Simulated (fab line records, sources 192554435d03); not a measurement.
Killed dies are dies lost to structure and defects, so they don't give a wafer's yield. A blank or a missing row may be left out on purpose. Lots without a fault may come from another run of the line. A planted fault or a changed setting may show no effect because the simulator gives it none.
fab line records | flow n5_finfet
record lots=7 wafers=39
route steps=1938 shown BEOL_M10@1470 BEOL_M12@1602 TV_OPEN@1890
start_h: hours from the record's first day to the start of the lot's first wafer shown | wait_h: hours since the lot's step before | " the same as in the row above | L1.1+2: a row that stands for several wafers | - no value, or no start given | * or withheld: withheld | < > ~ a bound
route shown NAME@n: a module of which the file shows steps, and the number in the route of the first | usual: mean/standard deviation of fault-free wafers | same: alike in all rows | chamber/n: place in a boat | sites: the reading at each site | _std_site: their standard deviation | _edge_site: outer sites' mean less inner sites' | radius_mm: how far each site lies from the wafer's centre | mask NAME#n: copy n | behind: the tool/chamber that last shaped the wafer | hold: why the lot was held/for how many hours/how that ended | device: the transistor (n, p or np) that didn't switch | end of line: the same wafers' tests at the end of the route | a step without rows: its recipe alone | killed: dies lost to structure and defects at the first sort, not the wafer's yield | map: a wafer's dies, x killed, . not, _ none there
set.NAME: the setting as run; set.NAME@STEP: as run at that earlier step | model.NAME: the simulator's own value behind a step, which no gauge read
lots whose settings were changed on purpose; a table a step, a row a wafer
## steps
# step N5_BEOL_M10_ILD_DEP_00
# recipe material=SiCOH_lowk target_thk_a=3085.1 temp_c=300 precursor=DEMS/porogen pressure_torr=5 rf_w=500 time_s=58
# columns lot.wafer tool chamber start_h wait_h set.target_thk_a model.SiCOH_lowk_of_BEOL_M10_ILD_DEP_00.thk_nm
L076.1 pecvd-01 2 233.77 0.0 3085.1 310.4
L076.2+6 " 1,0 " " 3085.1 308.8
L076.3 " 0 " " 3085.1 305.4
L076.4 " 2 " " 3085.1 313.6
L076.5 " 1 " " 3085.1 311.2
L075.2 pecvd-03 2 252.97 0.0 3085.1 304
L075.3 " 1 " " 3085.1 304.8
L075.4 " 0 " " 3085.1 308.4
L082.1 pecvd-01 0 300.61 0.0 1408 141.2
L082.2 " 1 " " 3085.1 306.8
L082.3 " 2 " " 1408 143.4
L082.4 " 2 " " 3085.1 316
L082.5 " 1 " " 1408 144.4
L082.6 " 0 " " 3085.1 310.8
L086.1 pecvd-03 1 318.22 0.0 3085.1 304.8
L086.2 " 2 " " 3085.1 303.2
L086.3 " 0 " " 3085.1 305.8
L086.4 " 2 " " 3085.1 309
L086.5 " 0 " " 3085.1 311.2
L086.6 " 1 " " 3085.1 307.4
L092.1+3 pecvd-03 2,1 347.57 0.0 3085.1 299.8
L092.2 " 0 " " 3085.1 302.4
L092.4 " 1 " " 3085.1 307.4
L092.5 " 2 " " 3085.1 309.6
L092.6 " 0 " " 3085.1 305.6
L093.1 pecvd-04 0 349.42 0.0 3085.1 304.8
L093.2 " 1 " " 2564 251.8
L093.3 " 2 " " 3085.1 305.4
L093.4 " 1 " " 2564 257.6
L093.5 " 2 " " 2564 256.4
L093.6 " 0 " " 3085.1 314.2
L097.1 pecvd-04 0 379.64 0.0 3085.1 305
L097.2 " 2 " " 3085.1 304.6
L097.3 " 1 " " 3085.1 305.4
L097.4 " 0 " " 3085.1 308
L097.5 " 2 " " 3085.1 308.6
L097.6 " 1 " " 3085.1 302.8
# step N5_BEOL_M10_CURE_71
# recipe temp_c=385 time_s=240 ambient=He/Ar material=SiCOH_lowk
# columns lot.wafer tool chamber start_h wait_h set.target_thk_a@BEOL_M10_ILD_DEP_00 model.SiCOH_lowk_of_BEOL_M10_ILD_DEP_00.thk_nm
L076.1 uv_cure-01 0 234.06 0.3 3085.1 269.8
L076.2+6 " 0 " " 3085.1 268.2
L076.3 " 0 " " 3085.1 265.2
L076.4 " 0 " " 3085.1 272.4
L076.5 " 0 " " 3085.1 270.4
L075.2 uv_cure-02 2 253.13 0.1 3085.1 264.2
L075.3 " 2 " " 3085.1 264.8
L075.4 " 2 " " 3085.1 267.8
L082.1 uv_cure-03 2 300.97 0.3 1408 121.4
L082.2 " 2 " " 3085.1 266.4
L082.3 " 2 " " 1408 123.4
L082.4 " 2 " " 3085.1 274.6
L082.5 " 2 " " 1408 124.2
L082.6 " 2 " " 3085.1 270
L086.1 uv_cure-01 1 318.30 0.0 3085.1 264.8
L086.2 " 1 " " 3085.1 263.4
L086.3 " 1 " " 3085.1 265.6
L086.4 " 1 " " 3085.1 268.4
L086.5 " 1 " " 3085.1 270.4
L086.6 " 1 " " 3085.1 267
L092.1 uv_cure-01 1 347.65 0.0 3085.1 260.4
L092.2 " 1 " " 3085.1 262.6
L092.3 " 1 " " 3085.1 260.2
L092.4 " 1 " " 3085.1 267
L092.5 " 1 " " 3085.1 269
L092.6 " 1 " " 3085.1 265.4
L093.1 uv_cure-03 1 349.50 0.0 3085.1 264.6
L093.2 " 1 " " 2564 218
L093.3 " 1 " " 3085.1 265.2
L093.4 " 1 " " 2564 223
L093.5 " 1 " " 2564 222
L093.6 " 1 " " 3085.1 273
L097.1 uv_cure-01 1 379.72 0.0 3085.1 264.8
L097.2 " 1 " " 3085.1 264.6
L097.3 " 1 " " 3085.1 265.2
L097.4 " 1 " " 3085.1 267.4
L097.5 " 1 " " 3085.1 268.2
L097.6 " 1 " " 3085.1 263
# step N5_BEOL_M10_THK_MEAS_01
# recipe reads=SiCOH_lowk_of_BEOL_M10_ILD_DEP_00
# usual M10_ILD_THK=268/3.4
# columns lot.wafer tool chamber start_h wait_h set.target_thk_a@BEOL_M10_ILD_DEP_00 M10_ILD_THK[nm]
L076.1 film_metro-01 - 235.05 0.8 3085.1 270
L076.2 " - " " 3085.1 268
L076.3 " - " " 3085.1 265
L076.4 " - " " 3085.1 272
L076.5 " - " " 3085.1 271
L076.6 " - " " 3085.1 268
L075.2 film_metro-02 - 253.56 0.4 3085.1 264
L075.3 " - " " 3085.1 265
L075.4 " - " " 3085.1 268
L082.1 film_metro-01 - 301.48 0.4 1408 121
L082.2 " - " " 3085.1 266
L082.3 " - " " 1408 123
L082.4 " - " " 3085.1 275
L082.5 " - " " 1408 124
L082.6 " - " " 3085.1 270
L086.1 film_metro-02 - 318.81 0.4 3085.1 265
L086.2 " - " " 3085.1 263
L086.3 " - " " 3085.1 266
L086.4 " - " " 3085.1 269
L086.5 " - " " 3085.1 271
L086.6 " - " " 3085.1 267
L092.1 film_metro-01 - 348.17 0.4 3085.1 260
L092.2 " - " " 3085.1 263
L092.3 " - " " 3085.1 260
L092.4 " - " " 3085.1 267
L092.5 " - " " 3085.1 269
L092.6 " - " " 3085.1 265
L093.1 film_metro-02 - 350.01 0.4 3085.1 264
L093.2 " - " " 2564 218
L093.3 " - " " 3085.1 265
L093.4 " - " " 2564 223
L093.5 " - " " 2564 222
L093.6 " - " " 3085.1 273
L097.1 film_metro-02 - 380.24 0.4 3085.1 265
L097.2 " - " " 3085.1 265
L097.3 " - " " 3085.1 265
L097.4 " - " " 3085.1 267
L097.5 " - " " 3085.1 268
L097.6 " - " " 3085.1 263
# step N5_BEOL_M12_ILD_DEP_00
# recipe material=SiOC target_thk_a=6589.2 temp_c=350 precursor=DEMS/O2 pressure_torr=5 rf_w=500 time_s=130.7
# columns lot.wafer tool chamber start_h wait_h set.time_s model.SiOC_of_BEOL_M12_ILD_DEP_00.thk_nm
L076.1 pecvd-02 2 251.98 0.0 153.4 768.2
L076.2 " 0 " " 130.7 653
L076.3 " 1 " " 130.7 649.6
L076.4 " 0 " " 130.7 659
L076.5 " 1 " " 153.4 775.8
L076.6 " 2 " " 153.4 780.4
L075.2 pecvd-03 1 271.22 0.0 130.7 653
L075.3 " 0 " " 130.7 666.8
L075.4 " 0 " " 130.7 671.4
L082.1+3 pecvd-04 1,0 317.60 0.0 130.7 645.6
L082.2 " 2 " " 130.7 641.6
L082.4 " 2 " " 130.7 658.8
L082.5 " 1 " " 130.7 655.2
L082.6 " 0 " " 130.7 653.4
L086.1 pecvd-02 1 334.65 0.0 207.1 1035
L086.2 " 2 " " 130.7 645.4
L086.3 " 0 " " 130.7 654.4
L086.4 " 0 " " 130.7 659.2
L086.5+6 " 2,1 " " 207.1 1047
L092.1 pecvd-04 0 361.64 0.0 130.7 648.2
L092.2 " 1 " " 130.7 652.8
L092.3 " 2 " " 130.7 656.8
L092.4 " 2 " " 198.3 1000
L092.5 " 0 " " 198.3 1006
L092.6 " 1 " " 198.3 996.4
L093.1+4 pecvd-04 0,1 364.85 0.0 130.7 647.6
L093.2 " 1 " " 130.7 645.4
L093.3 " 2 " " 130.7 649.2
L093.5 " 0 " " 130.7 653.8
L093.6 " 2 " " 130.7 657
L097.1 pecvd-03 0 397.22 0.0 171.7 860.4
L097.2 " 1 " " 130.7 656.2
L097.3 " 2 " " 130.7 661.2
L097.4 " 1 " " 130.7 667.6
L097.5 " 2 " " 171.7 875.6
L097.6 " 0 " " 171.7 881.6
# step N5_BEOL_M12_THK_MEAS_01
# recipe reads=SiOC_of_BEOL_M12_ILD_DEP_00
# usual M12_ILD_THK=658/9.1
# columns lot.wafer tool chamber start_h wait_h set.time_s@BEOL_M12_ILD_DEP_00 M12_ILD_THK[nm]
L076.1 film_metro-01 - 252.11 0.1 153.4 768
L076.2 " - " " 130.7 653
L076.3 " - " " 130.7 650
L076.4 " - " " 130.7 658
L076.5 " - " " 153.4 775
L076.6 " - " " 153.4 780
L075.2 film_metro-02 - 271.35 0.1 130.7 653
L075.3 " - " " 130.7 667
L075.4 " - " " 130.7 671
L082.1 film_metro-02 - 317.73 0.1 130.7 646
L082.2 " - " " 130.7 642
L082.3 " - " " 130.7 645
L082.4 " - " " 130.7 659
L082.5 " - " " 130.7 655
L082.6 " - " " 130.7 653
L086.1 film_metro-02 - 334.78 0.1 207.1 1035
L086.2 " - " " 130.7 645
L086.3 " - " " 130.7 655
L086.4 " - " " 130.7 659
L086.5 " - " " 207.1 1047
L086.6 " - " " 207.1 1047
L092.1 film_metro-02 - 361.77 0.1 130.7 648
L092.2 " - " " 130.7 653
L092.3 " - " " 130.7 657
L092.4 " - " " 198.3 1000
L092.5 " - " " 198.3 1006
L092.6 " - " " 198.3 997
L093.1 film_metro-02 - 364.98 0.1 130.7 648
L093.2 " - " " 130.7 645
L093.3 " - " " 130.7 650
L093.4 " - " " 130.7 647
L093.5 " - " " 130.7 654
L093.6 " - " " 130.7 656
L097.1 film_metro-01 - 397.35 0.1 171.7 860
L097.2 " - " " 130.7 656
L097.3 " - " " 130.7 661
L097.4 " - " " 130.7 667
L097.5 " - " " 171.7 876
L097.6 " - " " 171.7 881
# step N5_BEOL_M12_COAT_58
# recipe resist=BARC temp_c=205 time_s=60 spin_rpm=1500 resist_thk_nm=89
# step N5_BEOL_M12_COAT_04
# recipe spin_rpm=1625 resist_thk_nm=400
# step N5_BEOL_M12_DESCUM_15
# recipe chemistry=O2 time_s=7.9 source_power_w=50 bias_power_w=20 pressure_mtorr=20 rf_frequency_hz=2.712e+07 temp_c=40 o2_flow_sccm=225
# step N5_BEOL_M12_ETCH_59
# recipe chemistry=N2/H2 target=BARC target_depth_a=890 overetch_a=267 time_s=67.9 ion_energy_ev=200 pressure_mtorr=30 source_w=840 bias_w=150 n2_flow_sccm=200 h2_flow_sccm=200
# step N5_BEOL_M12_VIA_ETCH_16
# recipe chemistry=C4F8/O2/Ar target=SiOC pressure_mtorr=30 source_w=3000 bias_w=700 Ar_flow_sccm=400 C4F8_flow_sccm=15 O2_flow_sccm=8 he_inner_torr=15 he_outer_torr=30 target_depth_a=7248 time_s=withheld ion_energy_ev=250 ends=cleared
# columns lot.wafer tool chamber start_h wait_h set.time_s@BEOL_M12_ILD_DEP_00 model.etch.depth_nm model.coat_of_BEOL_M12_COAT_04.thk_nm
L076.1 rie_diel-03 0 252.71 0.0 * 768.1 92
L076.2 " 1 " " * 653.1 124.8
L076.3 " 2 " " * 649.5 126.4
L076.4 " 0 " " * 659.1 123.4
L076.5 " 1 " " * 775.9 88
L076.6 " 2 " " * 780.3 86
L075.2 rie_diel-06 3 271.83 0.0 * 653 122.2
L075.3 " 0 " " * 666.8 120.8
L075.4 " 3 " " * 671.4 118.2
L082.1 rie_diel-01 3 318.34 0.0 * 645.6 126.6
L082.2 " 1 " " * 641.6 126.8
L082.3 " 0 " " * 645.6 127.6
L082.4 " 2 " " * 658.9 124.8
L082.5 " 1 " " * 655.1 123.4
L082.6 " 2 " " * 653.4 125.6
L086.1 rie_diel-01 3 335.54 0.0 * 1035 9.4
L086.2 " 1 " " * 645.5 124.4
L086.3 " 2 " " * 654.4 123.2
L086.4 " 0 " " * 659.1 121.6
L086.5 " 2 " " * 1047 8.2
L086.6 " 1 " " * 1047 6.8
L092.1 rie_diel-03 3 362.70 0.0 * 648.2 126.2
L092.2 " 1 " " * 652.7 126
L092.3 " 0 " " * 656.8 122
L092.4 " 2 " " * 1000 23.4
L092.5 " 3 " " * 1006 20.2
L092.6 " 2 " " * 996.4 23
L093.1 rie_diel-01 3 365.58 0.0 * 647.7 126.8
L093.2 " 0 " " * 645.3 127
L093.3 " 1 " " * 649.2 123.6
L093.4 " 0 " " * 647.6 125.8
L093.5 " 1 " " * 653.8 122.6
L093.6 " 3 " " * 657 121.8
L097.1 rie_diel-01 3 398.01 0.0 * 860.5 63.6
L097.2 " 2 " " * 656.3 123.2
L097.3 " 0 " " * 661.1 123.2
L097.4 " 1 " " * 667.6 120.8
L097.5 " 3 " " * 875.7 60
L097.6 " 0 " " * 881.6 57.4
# step N5_BEOL_M12_STRIP_63
# recipe chemistry=N2/H2 power_w=1000 temp_c=250 h2_frac=0.65 overash_fraction=0.3 pressure_mtorr=1000 n2_flow_sccm=1750 h2_flow_sccm=3250
# usual oes_product_au=0.692/0.0046 strip_time_to_endpoint_s=42.6/0.73
# columns lot.wafer tool chamber start_h wait_h set.time_s@BEOL_M12_ILD_DEP_00 oes_product_au strip_time_to_endpoint_s
L076.1 plasma_asher-01 0 252.91 - 153.4 0.677 33.9
L076.2 " 1 " " 130.7 0.696 43.0
L076.3 " 0 " " 130.7 0.684 43.4
L076.4 " 1 " " 130.7 0.696 42.6
L076.5 " 0 " " 153.4 0.678 32.9
L076.6 " 1 " " 153.4 0.683 32.3
L075.2 plasma_asher-02 0 272.03 - 130.7 0.698 42.3
L075.3 " 0 " " 130.7 0.685 41.9
L075.4 " 1 " " 130.7 0.691 41.2
L082.1 plasma_asher-02 0 318.54 - 130.7 0.688 43.5
L082.2 " 1 " " 130.7 0.688 43.5
L082.3 " 0 " " 130.7 0.694 43.7
L082.4 " 1 " " 130.7 0.696 43.0
L082.5 " 0 " " 130.7 0.685 42.6
L082.6 " 1 " " 130.7 0.696 43.2
L086.1 plasma_asher-02 1 335.74 - 207.1 0.395 7.3
L086.2 " 0 " " 130.7 0.690 42.8
L086.3 " 1 " " 130.7 0.687 42.6
L086.4 " 0 " " 130.7 0.692 42.1
L086.5 " 1 " " 207.1 0.387 6.9
L086.6 " 0 " " 207.1 0.362 6.2
L092.1 plasma_asher-02 0 362.90 - 130.7 0.702 43.3
L092.2 " 1 " " 130.7 0.688 43.3
L092.3 " 1 " " 130.7 0.693 42.2
L092.4 " 0 " " 198.3 0.602 12.7
L092.5 " 0 " " 198.3 0.557 11.5
L092.6 " 1 " " 198.3 0.592 12.5
L093.1 plasma_asher-01 1 365.78 - 130.7 0.689 43.5
L093.2 " 0 " " 130.7 0.700 43.6
L093.3 " 1 " " 130.7 0.693 42.6
L093.4 " 0 " " 130.7 0.692 43.2
L093.5 " 1 " " 130.7 0.690 42.4
L093.6 " 0 " " 130.7 0.696 42.2
L097.1 plasma_asher-02 1 398.21 - 171.7 0.674 25.7
L097.2 " 0 " " 130.7 0.690 42.6
L097.3 " 0 " " 130.7 0.695 42.5
L097.4 " 1 " " 130.7 0.689 41.9
L097.5 " 1 " " 171.7 0.671 24.7
L097.6 " 0 " " 171.7 0.671 23.9
# step N5_PASSIVATION_ETCH_15
# recipe chemistry=CF4/N2 target=SiCN target_depth_a=750 taper_deg=2 time_s=81.2 ion_energy_ev=150 mask_material=SiNx pressure_mtorr=40 source_w=430 bias_w=70 Ar_flow_sccm=100 cf4_flow_sccm=60 n2_flow_sccm=60
# columns lot.wafer tool chamber start_h wait_h set.target_depth_a model.etch.depth_nm
L076.1 rie_diel-04 3 - - 903.6 79.92
L076.2 " 2 " " 903.6 78.2
L076.3 " 0 " " 903.6 76.56
L076.4 " 1 " " 750 65.53
L076.5 " 1 " " 750 65.54
L076.6 " 2 " " 750 65.07
L075.2 rie_diel-02 3 - - 750 64.07
L075.3 " 0 " " 750 63.81
L075.4 " 2 " " 750 65.15
L082.1 rie_diel-04 3 - - 750 66.32
L082.2 " 0 " " 750 64.18
L082.3 " 1 " " 750 65.23
L082.4 " 2 " " 750 65.22
L082.5 " 2 " " 750 64.94
L082.6 " 3 " " 750 65.87
L086.1 rie_diel-05 2 - - 1108 95.34
L086.2 " 3 " " 750 61.34
L086.3 " 0 " " 1108 96.45
L086.4 " 0 " " 750 64.82
L086.5 " 2 " " 1108 95.02
L086.6 " 3 " " 750 61.51
L092.1 rie_diel-04 3 - - 750 66.07
L092.2 " 0 " " 750 63.45
L092.3 " 1 " " 546.1 47.28
L092.4 " 2 " " 750 64.82
L092.5 " 1 " " 546.1 47.32
L092.6 " 0 " " 546.1 46.36
L093.1 rie_diel-05 2 - - 750 64.62
L093.2 " 3 " " 1122 97.18
L093.3 " 1 " " 750 65.14
L093.4 " 0 " " 1122 97.08
L093.5 " 3 " " 750 64.78
L093.6 " 0 " " 1122 97.24
L097.1 rie_diel-05 0 - - 750 65.78
L097.2 " 3 " " 750 65.33
L097.3 " 2 " " 750 65.77
L097.4 " 1 " " 750 66.16
L097.5 " 3 " " 750 65.38
L097.6 " 0 " " 750 65.39
## key
split step=N5_BEOL_M10_ILD_DEP_00 setting=target_thk_a stated=3085.1 by=wafer
response step=N5_BEOL_M10_ILD_DEP_00 reading=model.SiCOH_lowk_of_BEOL_M10_ILD_DEP_00.thk_nm change=+3.1 per=1% r=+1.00
response step=N5_BEOL_M10_CURE_71 reading=model.SiCOH_lowk_of_BEOL_M10_ILD_DEP_00.thk_nm change=+2.71 per=1% r=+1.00
response step=N5_BEOL_M10_THK_MEAS_01 reading=M10_ILD_THK change=+2.71 per=1% r=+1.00
split step=N5_BEOL_M12_ILD_DEP_00 setting=time_s stated=130.7 by=wafer
response step=N5_BEOL_M12_ILD_DEP_00 reading=model.SiOC_of_BEOL_M12_ILD_DEP_00.thk_nm change=+6.71 per=1% r=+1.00
response step=N5_BEOL_M12_THK_MEAS_01 reading=M12_ILD_THK change=+6.71 per=1% r=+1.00
response step=N5_BEOL_M12_VIA_ETCH_16 reading=model.etch.depth_nm change=+6.71 per=1% r=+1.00
response step=N5_BEOL_M12_VIA_ETCH_16 reading=model.coat_of_BEOL_M12_COAT_04.thk_nm change=-1.98 per=1% r=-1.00
response step=N5_BEOL_M12_STRIP_63 reading=oes_product_au change=-0.00333 per=1% r=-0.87
response step=N5_BEOL_M12_STRIP_63 reading=strip_time_to_endpoint_s change=* per=1% r=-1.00
split step=N5_PASSIVATION_ETCH_15 setting=target_depth_a stated=750 by=wafer
response step=N5_PASSIVATION_ETCH_15 reading=model.etch.depth_nm change=+0.666 per=1% r=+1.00
